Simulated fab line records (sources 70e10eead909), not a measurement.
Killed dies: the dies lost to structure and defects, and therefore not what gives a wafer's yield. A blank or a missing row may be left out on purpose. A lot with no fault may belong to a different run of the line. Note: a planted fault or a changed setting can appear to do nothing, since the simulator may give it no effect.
The tool behind it: which one? ; flow nand-harc ; 6 lots, 18 wafers sampled, at 3 steps of a route of 1159

WHAT EACH GAUGE READ, for each wafer
NHARC_END_SORT_01.
lot;measured;on;killed-at-other
L851;day 19 15:55;prober-01;2 1 0
L850;day 20 23:13;prober-02;5 1 2
L856;day 21 15:00;prober-02;0 0 0
L859;day 22 11:31;prober-01;0 0 0
L862;day 22 19:25;prober-02;2 2 2
L870;day 24 20:56;prober-01;79 80 83

WHICH TOOL RAN EACH LOT (tool, then ch and the chambers of the sampled wafers, then the start)
lot;NHARC_THIN_TSV_PVD_19;NHARC_THIN_TSV_DESCUM_35
L851;pvd-sputter-03, day 19 03:28;rie-diel-06 ch 0,1,3, day 19 06:39
L850;pvd-sputter-01, day 20 06:19;rie-diel-08 ch 1,2, day 20 09:22
L856;pvd-sputter-03, day 21 02:49;rie-diel-06 ch 0,1,2, day 21 06:06
L859;pvd-sputter-02, day 21 21:49;rie-diel-08 ch 0,1,2, day 22 00:58
L862;pvd-sputter-03, day 21 23:44;rie-diel-08 ch 0,1,2, day 22 03:02
L870;pvd-sputter-03, day 24 09:01;rie-diel-01 ch 0,1,3, day 24 12:10
- NHARC_THIN_TSV_PVD_19: deposits TaN, target thk 20 nm.
- NHARC_THIN_TSV_DESCUM_35: chemistry O2, time 3 s.

THE ANSWER, worked out from the rows above alone
Rule: the usual values come from the lots themselves. Put in order of their means at a reading, lots are off if they are a third of the lots or fewer, leave a main group of 4 or more, and stand apart from it by a gap of 3 or more times the standard deviation of the main group's means; of several such gaps the widest counts. A main group is skipped when, at the precision printed for the reading in the tables above, its means are all equal. Also off: a lot with no number at a reading for which 4 or more lots have one. The other lots that the step has rows for count as sound.
Off: L870 (NHARC_END_SORT_01, killed-at-other). For the main group the mean is 1.1 and the standard deviation 1.1.
If a tool, at a process step before that reading, ran all the lots that are off and no sound lot after the first of them, it fits. Those tools and the gauges at NHARC_END_SORT_01 are tried in the same way. Can't be told from this: 3 tools fit, pvd-sputter-03 at NHARC_THIN_TSV_PVD_19, rie-diel-01 at NHARC_THIN_TSV_DESCUM_35, prober-01 at NHARC_END_SORT_01.

WHAT THE SIMULATOR HAD PUT IN
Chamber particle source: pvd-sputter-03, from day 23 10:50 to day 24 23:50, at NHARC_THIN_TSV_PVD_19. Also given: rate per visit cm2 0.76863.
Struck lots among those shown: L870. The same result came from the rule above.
